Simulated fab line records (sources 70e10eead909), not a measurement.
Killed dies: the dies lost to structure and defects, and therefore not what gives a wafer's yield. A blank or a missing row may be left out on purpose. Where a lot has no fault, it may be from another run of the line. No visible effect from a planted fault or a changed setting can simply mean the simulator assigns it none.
fab line records	flow nand_harc
record lots=6	wafers=18	last_day=24
route steps=1159 shown A_BLC@990 A_M0@994 END@1159
lots that met no fault: taken from a fault-free run of the same line
start_h: the number of hours between the record's first day and the start of the first shown wafer of the lot	wait_h: hours from the lot's prior step to this one	" same as the row above	L1.1+2: a row that stands for several wafers	- no value, or no start given	* or withheld: withheld	< > ~ a bound
route shown NAME@n: names a module that has steps shown in the file, with the first one's number in the route	usual: average and standard deviation across the fault-free wafers	same: alike in all rows	chamber/n: place in a boat	sites: each site's reading	_std_site: the standard deviation of these	_edge_site: outer sites' mean less inner sites'	radius_mm: how far each site lies from the wafer's centre	mask NAME#n: copy n	behind: the tool/chamber that last shaped the wafer	hold: why the lot was held/for how many hours/how that ended	device: transistor that didn't switch, given as n, p or np	end of line: at the end of the route, the tests of the same wafers	a step without rows: its recipe alone	killed: dies that structure and defects cost at the first sort, which is not the same as the wafer's yield	map: a wafer's dies, x killed, . not, _ none there
set.NAME: setting as actually run; set.NAME@STEP: the setting as run at that earlier step	model.NAME: the simulator's own value behind a step, which no gauge read
lots at some steps of the route; a table a step, a row a wafer
services: the hour from which a tool's chamber was out of use, counted from the record's first day as start_h (under 0 if before that day), plus the number of hours and why
## steps
# step NHARC_A_BLC_CMP_25
# recipe t_overpolish_s=30	target_thk_nm=150
# usual motor_current_A=11.5/0.97	overpolish_run_s=29.998/0.0091	time_to_endpoint_s=30.1/2.6
# same t_overpolish_s=30
lot.wafer	tool	chamber	start_h	wait_h	motor_current_A	overpolish_run_s	time_to_endpoint_s
L221.2	cmp-03	0	438.94	0.5	9.2	30.010	32.4
L221.6	"	0	"	"	9.4	30.000	35.2
L221.5	"	1	"	"	12.0	29.999	28.2
L220.2	cmp-01	3	452.77	0.5	12.9	29.990	28.3
L220.4	"	2	"	"	12.4	29.996	32.9
L220.6	"	3	"	"	13.6	30.011	29.3
L229.1	cmp-01	1	506.33	0.5	11.7	29.999	24.9
L229.5	"	2	"	"	11.7	30.003	29.2
L229.6	"	3	"	"	13.0	29.987	26.2
L228.3	cmp-02	0	507.28	0.4	11.9	29.983	32.3
L228.4	"	1	"	"	11.3	30.002	32.1
L228.1	"	2	"	"	12.2	29.986	32.0
L234.1	cmp-03	0	523.84	0.5	9.4	29.995	30.0
L234.2	"	1	"	"	11.7	30.001	26.1
L234.3	"	3	"	"	11.2	29.997	32.1
L233.3	cmp-02	0	524.95	0.3	12.2	30.008	31.6
L233.5	"	3	"	"	10.4	30.004	28.2
L233.6	"	0	"	"	12.1	29.998	33.6
# step NHARC_A_BLC_SRD_27
# step NHARC_A_BLC_INSPECT_28
# usual raw_defect_count=432/130
lot.wafer	tool	chamber	start_h	wait_h	raw_defect_count
L221.2	defect_inspect-01	-	439.35	0.1	361
L221.5	"	-	"	"	339
L221.6	"	-	"	"	562
L220.2	defect_inspect-02	-	453.17	0.1	377
L220.4	"	-	"	"	534
L220.6	"	-	"	"	555
L229.1	defect_inspect-02	-	506.66	0.1	544
L229.5	"	-	"	"	365
L229.6	"	-	"	"	822
L228.1	defect_inspect-02	-	507.66	0.1	457
L228.3	"	-	"	"	539
L228.4	"	-	"	"	418
L234.1	defect_inspect-01	-	524.24	0.1	284
L234.2	"	-	"	"	452
L234.3	"	-	"	"	418
L233.3	defect_inspect-01	-	525.34	0.1	448
L233.5	"	-	"	"	704
L233.6	"	-	"	"	621
# step NHARC_A_M0_DEP_00
# recipe target_thk_a=1500	target_thk_nm=150	temp_c=withheld	pressure_torr=5	flow_sccm=200	rf_w=600	material=SiOC
# step NHARC_A_M0_DEHYDRATE_01
# recipe temp_c=150	time_s=120
# step NHARC_A_M0_HMDS_02
# recipe time_s=30
# step NHARC_A_M0_COAT_33
# recipe temp_c=200	time_s=65
# step NHARC_A_M0_COAT_03
# recipe spin_rpm=1500	resist_thk_nm=90
# step NHARC_A_M0_SOFTBAKE_04
# recipe temp_c=105	time_s=55
# step NHARC_A_M0_EBR_05
# step NHARC_A_M0_EXPOSE_06
# recipe na=1.35	target_cd_nm=80	dose_mj=83.25	mask_id=A_M0
# step NHARC_A_M0_PEB_07
# recipe peb_temp_c=100	peb_time_s=65
# usual heater_power_total_W=156.6/0.44	plate_temp_C=100.01/0.14
lot.wafer	tool	chamber	start_h	wait_h	heater_power_total_W	plate_temp_C
L221.2	litho_track-04	0	440.05	0.1	157.1	100.06
L221.5	"	0	"	"	156.3	99.84
L221.6	"	0	"	"	156.8	99.83
L220.2	litho_track-01	0	454.02	0.1	156.0	100.21
L220.4	"	0	"	"	156.0	100.18
L220.6	"	0	"	"	156.7	99.94
L229.1	litho_track-04	0	507.49	0.1	164.5	103.28
L229.5	"	0	"	"	164.0	103.51
L229.6	"	0	"	"	163.4	103.47
L228.1	litho_track-04	0	508.77	0.1	163.7	103.28
L228.3	"	0	"	"	163.4	103.48
L228.4	"	0	"	"	164.1	103.51
L234.1	litho_track-06	0	524.96	0.1	157.1	100.35
L234.2	"	0	"	"	157.1	100.16
L234.3	"	0	"	"	156.7	100.14
L233.3	litho_track-01	0	526.16	0.0	156.0	100.23
L233.5	"	0	"	"	157.1	100.15
L233.6	"	0	"	"	157.1	99.82
# step NHARC_A_M0_DEVELOP_08
# recipe develop_time_s=35	dev_temp_c=23
# step NHARC_A_M0_CD_MEAS_09
# recipe target_cd_nm=80	landing_energy_ev=500
# usual cd_nm=80.1/0.6
lot.wafer	tool	chamber	start_h	wait_h	cd_nm
L221.2	cd_sem-03	0	440.13	-	80.2
L221.5	"	0	"	"	79.6
L221.6	"	0	"	"	80.3
L220.2	cd_sem-02	0	454.10	-	79.8
L220.4	"	0	"	"	80.7
L220.6	"	0	"	"	79.8
L229.1	cd_sem-01	0	507.57	-	93.8
L229.5	"	0	"	"	92.8
L229.6	"	0	"	"	92.9
L228.1	cd_sem-01	0	508.85	-	92.7
L228.3	"	0	"	"	92.8
L228.4	"	0	"	"	93.7
L234.1	cd_sem-03	0	525.04	-	80.7
L234.2	"	0	"	"	79.4
L234.3	"	0	"	"	80.4
L233.3	cd_sem-01	0	526.24	-	80.0
L233.5	"	0	"	"	80.5
L233.6	"	0	"	"	80.1
# step NHARC_A_M0_OVL_MEAS_10
# recipe pitch_nm=160
# usual overlay_x_nm=-0.1/0.52	overlay_y_nm=-0.2/0.82
lot.wafer	tool	chamber	start_h	wait_h	overlay_x_nm	overlay_y_nm
L221.2	overlay-01	-	440.21	-	0.1	-0.3
L221.5	"	-	"	"	0.7	-1.0
L221.6	"	-	"	"	0.6	-0.5
L220.2	overlay-01	-	454.18	-	0.0	0.4
L220.4	"	-	"	"	-0.2	0.9
L220.6	"	-	"	"	-0.4	0.6
L229.1	overlay-02	-	507.66	-	0.2	-1.5
L229.5	"	-	"	"	0.5	-1.7
L229.6	"	-	"	"	0.6	-1.5
L228.1	overlay-02	-	508.94	-	-0.8	0.3
L228.3	"	-	"	"	-0.1	-0.1
L228.4	"	-	"	"	0.1	-0.7
L234.1	overlay-02	-	525.13	-	-0.6	-0.3
L234.2	"	-	"	"	-0.3	0.3
L234.3	"	-	"	"	-0.8	-0.7
L233.3	overlay-02	-	526.33	-	-0.5	1.3
L233.5	"	-	"	"	-0.2	1.0
L233.6	"	-	"	"	-0.8	1.0
# step NHARC_A_M0_INSPECT_11
# usual raw_defect_count=31/15
lot.wafer	tool	chamber	start_h	wait_h	raw_defect_count
L221.2	defect_inspect-02	-	440.25	0.0	37
L221.5	"	-	"	"	44
L221.6	"	-	"	"	48
L220.2	defect_inspect-01	-	454.22	0.0	25
L220.4	"	-	"	"	29
L220.6	"	-	"	"	25
L229.1	defect_inspect-02	-	507.69	0.0	15
L229.5	"	-	"	"	16
L229.6	"	-	"	"	19
L228.1	defect_inspect-02	-	508.98	0.0	46
L228.3	"	-	"	"	50
L228.4	"	-	"	"	53
L234.1	defect_inspect-01	-	525.16	0.0	16
L234.2	"	-	"	"	26
L234.3	"	-	"	"	19
L233.3	defect_inspect-02	-	526.36	0.0	48
L233.5	"	-	"	"	66
L233.6	"	-	"	"	66
# step NHARC_A_M0_DESCUM_14
# recipe time_s=3	o2_flow_sccm=200	ar_flow_sccm=0	bias_power_w=0	chemistry=O2
# usual drypump_motor_current_A=5.5/0.4	oes_product_au=0.996/0.0091	rf_vpp_V=57.7/0.91	showerhead_plenum_p_Torr=1.89/0.1	throttle_valve_pct=11.311/0.0086
lot.wafer	tool	chamber	start_h	wait_h	drypump_motor_current_A	oes_product_au	rf_hours_counter_h	rf_vpp_V	showerhead_plenum_p_Torr	throttle_valve_pct	model.A_M0.cd_nm
L221.2	rie_diel-09	2	440.31	0.1	5.3	1.005	0	57.9	1.79	11.313	79.5
L221.6	"	2	"	"	5.3	1.005	-	58.8	1.79	11.309	79.95
L221.5	"	3	"	"	5.4	0.987	-	58.4	2.04	11.321	79.92
L220.2	rie_diel-07	0	454.29	0.1	5.6	0.986	3	58.7	2.04	11.318	80.28
L220.4	"	2	"	"	5.1	1.003	3	57.2	2.03	11.309	80.34
L220.6	"	0	"	"	5.6	0.993	-	58.8	2.04	11.315	80.13
L229.1	rie_diel-04	0	507.75	0.1	5.7	1.007	2	56.8	1.83	11.306	93.42
L229.6	"	0	"	"	5.7	1.010	-	57.4	1.83	11.303	92.63
L229.5	"	1	"	"	5.4	0.981	-	57.7	2.01	11.304	93.08
L228.1	rie_diel-07	1	509.04	0.1	5.7	1.000	6	57.9	1.87	11.310	93.32
L228.3	"	2	"	"	5.2	1.005	6	58.6	2.03	11.297	93.18
L228.4	"	0	"	"	5.6	0.999	6	58.3	2.04	11.310	93.89
L234.3	rie_diel-09	3	525.23	0.1	5.3	0.987	7	57.1	2.04	11.314	80.33
L234.1	"	0	"	"	5.1	0.987	6	56.9	1.79	11.299	80.66
L234.2	"	2	"	"	5.3	1.009	7	56.8	1.79	11.295	79.1
L233.3	rie_diel-09	3	526.45	0.1	5.3	0.979	7	58.1	2.04	11.305	79.93
L233.6	"	0	"	"	5.1	0.989	-	56.8	1.79	11.311	80.2
L233.5	"	1	"	"	5.1	0.980	-	58.0	1.92	11.325	81.01
# step NHARC_A_M0_ETCH_34
# recipe target_depth_a=400	overetch_a=120	time_s=43.94	ion_energy_ev=200	n2_flow_sccm=150	h2_flow_sccm=150	ar_flow_sccm=0	rf_w=400	bias_w=150	chemistry=N2/H2
# usual drypump_motor_current_A=5.5/0.39	oes_product_au=0.996/0.0093	rf_vpp_V=430/3.3	showerhead_plenum_p_Torr=2.02/0.11	throttle_valve_pct=14.172/0.0093
lot.wafer	tool	chamber	start_h	wait_h	drypump_motor_current_A	oes_product_au	rf_hours_counter_h	rf_vpp_V	showerhead_plenum_p_Torr	throttle_valve_pct
L221.2	rie_diel-09	3	440.41	0.1	5.3	0.986	0	436	2.18	14.189
L221.6	"	1	"	"	5.1	0.989	-	430	2.05	14.160
L221.5	"	2	"	"	5.3	1.020	-	426	1.91	14.174
L220.2	rie_diel-07	2	454.37	0.1	5.1	1.002	3	434	2.17	14.182
L220.4	"	0	"	"	5.6	0.987	3	435	2.18	14.163
L220.6	"	3	"	"	6.6	0.997	-	427	1.89	14.186
L229.1	rie_diel-04	0	507.85	0.1	5.7	1.002	2	429	1.95	14.179
L229.6	"	3	"	"	5.9	0.981	-	428	1.94	14.170
L229.5	"	0	"	"	5.7	0.990	-	428	1.95	14.151
L228.4	rie_diel-07	1	509.12	0.1	5.6	0.988	6	429	2.00	14.186
L228.1	"	3	"	"	6.6	0.994	6	426	1.89	14.173
L228.3	"	0	"	"	5.6	0.993	6	434	2.17	14.161
L234.3	rie_diel-09	0	525.32	0.1	5.1	0.990	6	427	1.90	14.156
L234.1	"	1	"	"	5.1	0.988	7	430	2.05	14.186
L234.2	"	2	"	"	5.3	1.014	7	426	1.91	14.178
L233.3	rie_diel-09	0	526.51	0.1	5.1	0.993	7	429	1.90	14.172
L233.6	"	0	"	"	5.1	0.998	-	427	1.90	14.180
L233.5	"	1	"	"	5.1	0.987	-	431	2.05	14.162
# step NHARC_A_M0_ETCH_15
# recipe target_depth_a=1500	overetch_a=150	time_s=82.5	c4f8_flow_sccm=withheld	ar_flow_sccm=400	rf_w=600	bias_w=300	chemistry=C4F8/Ar
# usual oes_product_au=0.949/0.022	rf_vpp_V=440/3.4
lot.wafer	tool	chamber	start_h	wait_h	oes_product_au	rf_hours_counter_h	rf_vpp_V	model.A_M0.cd_nm
L221.2	rie_diel-09	3	-	-	0.951	0	443	79.22
L221.5	"	2	"	"	0.972	-	438	80.06
L221.6	"	3	"	"	0.946	-	445	80.05
L220.4	rie_diel-07	1	-	-	0.963	3	439	80.47
L220.2	"	2	"	"	0.983	3	445	80.36
L220.6	"	2	"	"	0.978	-	443	79.96
L229.1	rie_diel-04	3	-	-	0.964	2	439	93.56
L229.6	"	1	"	"	0.962	-	443	92.92
L229.5	"	2	"	"	0.981	-	435	93
L228.1	rie_diel-07	0	-	-	0.931	6	445	93.14
L228.3	"	1	"	"	0.924	6	440	93.19
L228.4	"	2	"	"	0.934	6	445	94.13
L234.2	rie_diel-09	3	-	-	0.898	7	446	78.95
L234.3	"	0	"	"	0.916	7	438	80.27
L234.1	"	2	"	"	0.931	7	436	80.9
L233.3	rie_diel-09	1	-	-	0.914	7	440	80.08
L233.6	"	2	"	"	0.924	-	438	80.06
L233.5	"	3	"	"	0.906	-	443	80.95
# step NHARC_A_M0_CD_MEAS_16
# usual cd_nm=80.1/0.8
lot.wafer	tool	chamber	start_h	wait_h	cd_nm
L221.2	cd_sem-02	-	440.61	-	79.2
L221.5	"	-	"	"	80.2
L221.6	"	-	"	"	80.0
L220.2	cd_sem-03	-	454.58	-	80.1
L220.4	"	-	"	"	80.3
L220.6	"	-	"	"	79.7
L229.1	cd_sem-02	-	508.05	-	93.6
L229.5	"	-	"	"	93.0
L229.6	"	-	"	"	93.2
L228.1	cd_sem-02	-	509.34	-	93.0
L228.3	"	-	"	"	93.4
L228.4	"	-	"	"	94.0
L234.1	cd_sem-03	-	525.52	-	81.1
L234.2	"	-	"	"	79.3
L234.3	"	-	"	"	80.3
L233.3	cd_sem-03	-	526.73	-	79.7
L233.5	"	-	"	"	80.9
L233.6	"	-	"	"	80.1
# step NHARC_END_SORT_01
# recipe temp_c=25
# usual defect_limited_yield=95.7/1.4	killed_at_array=25/9.2	killed_at_other=0.9/1.3	killed_at_periphery=3.3/2.3	killed_dies=29/9.6	killed_open=3.2/1.8	killed_short=2/1.4	sort_bin_2_pct=1.3/0.65	sort_bin_3_pct=0.25/0.21	sort_bin_4_pct=2.8/0.9	sort_n_pass=648/9.6	sort_rim_yield_pct=94/3	sort_yield_pct=95.7/1.4
# same gross_dies=677	sort_bin_5_pct[%]=0	sort_bin_6_pct[%]=0	sort_bin_7_pct[%]=0	sort_bin_8_pct[%]=0	sort_rim_n_gross=106.00
lot.wafer	tool	chamber	start_h	wait_h	defect_limited_yield[%]	killed_at_array	killed_at_other	killed_at_periphery	killed_dies	killed_open	killed_short	sort_bin_2_pct[%]	sort_bin_3_pct[%]	sort_bin_4_pct[%]	sort_n_pass	sort_rim_yield_pct[%]	sort_yield_pct[%]
L228.1	prober-01	0	551.66	2.5	94.1	34	0	6	40	2	5	2.4	0.30	3.2	637	95	94.1
L229.5	prober-02	0	562.63	3.7	97.3	14	2	2	18	2	0	0.6	0	2.1	659	98	97.3
L234.1	prober-01	0	567.32	2.5	96.8	19	2	1	22	3	4	1.0	0	2.2	655	94	96.8
L234.2	prober-01	0	568.13	2.8	96.2	16	1	9	26	6	1	1.0	0.15	2.7	651	94	96.2
L234.3	prober-01	0	568.94	3.1	96.5	14	2	8	24	3	2	1.5	0.15	1.9	653	94	96.5
# killed by level:class
L228.1 A_CHANNEL_HOLE_D1:chamber_film_flake=16 A_SLIT:chamber_film_flake=10 A_CONTACT:chamber_film_flake=3 A_WL_FILL:geometric_particle:short=2 P_ZERO_WELL:chamber_film_flake=2 P_CONTACT:chamber_film_flake=2 P_M2:geometric_particle:open=1 P_M2:geometric_particle:short=1
L229.5 A_CONTACT:chamber_film_flake=6 A_CHANNEL_HOLE_D1:chamber_film_flake=4 A_STAIRCASE:chamber_film_flake=2 THIN_TSV:chamber_film_flake=2 A_SLIT:geometric_particle:open=1 A_CONTACT:geometric_particle:open=1 P_STI:chamber_film_flake=1 P_CONTACT:chamber_film_flake=1
L234.1 A_CHANNEL_HOLE_D1:chamber_film_flake=5 A_CONTACT:chamber_film_flake=4 A_WL_FILL:geometric_particle:short=2 A_STAIRCASE:chamber_film_flake=2 A_SLIT:chamber_film_flake=2 THIN_TSV:chamber_film_flake=2 P_M0:geometric_particle:open=1 A_CHANNEL_FILL_D1:geometric_particle:short=1
L234.2 P_M2:chamber_film_flake=5 A_CONTACT:chamber_film_flake=5 A_CHANNEL_HOLE_D1:chamber_film_flake=4 A_CHANNEL_FILL_D1:geometric_particle:open=2 P_CONTACT:geometric_particle:open=1 P_M0:geometric_particle:open=1 A_SOURCE_PLATE:geometric_particle:short=1 A_BLC:geometric_particle:open=1
L234.3 P_M2:chamber_film_flake=5 A_CONTACT:chamber_film_flake=4 A_CHANNEL_HOLE_D1:chamber_film_flake=3 A_SLIT:chamber_film_flake=3 THIN_TSV:chamber_film_flake=2 P_CONTACT:geometric_particle:open=1 P_M0:geometric_particle:short=1 P_M0:geometric_particle:open=1
## services
tool	chamber	start_h	hours	kind
cmp-02	-	422.66	4.0	pm
rie_diel-09	-	431.11	9.0	pm
rie_diel-09	0	431.11	9.0	vent_cycle
rie_diel-09	1	431.11	9.0	vent_cycle
rie_diel-09	2	431.11	9.0	vent_cycle
rie_diel-09	3	431.11	9.0	vent_cycle
rie_diel-09	0	440.11	-	clean
rie_diel-09	1	440.11	-	clean
rie_diel-09	2	440.11	-	clean
rie_diel-09	3	440.11	-	clean
litho_track-01	-	443.00	7.0	pm
cmp-02	-	445.32	2.6	repair
cmp-03	-	450.00	4.0	pm
rie_diel-09	-	455.34	0.6	repair
rie_diel-09	0	464.61	-	clean
rie_diel-09	1	464.61	-	clean
rie_diel-09	2	464.61	-	clean
rie_diel-04	-	465.95	9.0	pm
litho_track-06	-	467.00	7.0	pm
cmp-01	-	473.53	4.0	pm
rie_diel-07	2	479.52	4.0	repair
litho_track-04	-	491.00	7.0	pm
cmp-03	-	496.76	3.3	repair
cmp-02	-	520.66	4.0	pm
## key
first_sign step=NHARC_A_M0_PEB_07	reading=plate_temp_C	direction=up	sigmas=25	usual=*	struck=*
effect step=NHARC_A_M0_PEB_07	reading=heater_power_total_W	direction=up	sigmas=16	usual=*	struck=*
effect step=NHARC_A_M0_CD_MEAS_09	reading=cd_nm	direction=up	sigmas=22	usual=80.1	struck=93.1
effect step=NHARC_A_M0_CD_MEAS_16	reading=cd_nm	direction=up	sigmas=17	usual=80.1	struck=93.4
model_effect step=NHARC_A_M0_DESCUM_14	value=A_M0.cd_nm	without=81.04	struck=93.25
model_effect step=NHARC_A_M0_ETCH_15	value=A_M0.cd_nm	without=81.11	struck=93.32
met_at NHARC_A_M0_PEB_07
struck_wafers L228.1,L228.3,L228.4,L229.1,L229.5,L229.6
onset_between 440.05 507.49
fault kind=process_parameter_drift	tool=litho_track-04	chamber=-	onset_h=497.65	steps=NHARC_A_M0_PEB_07	channel=peb_temp_c	offset=*	shape=step	end_h=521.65	acts_in=*	stated=*
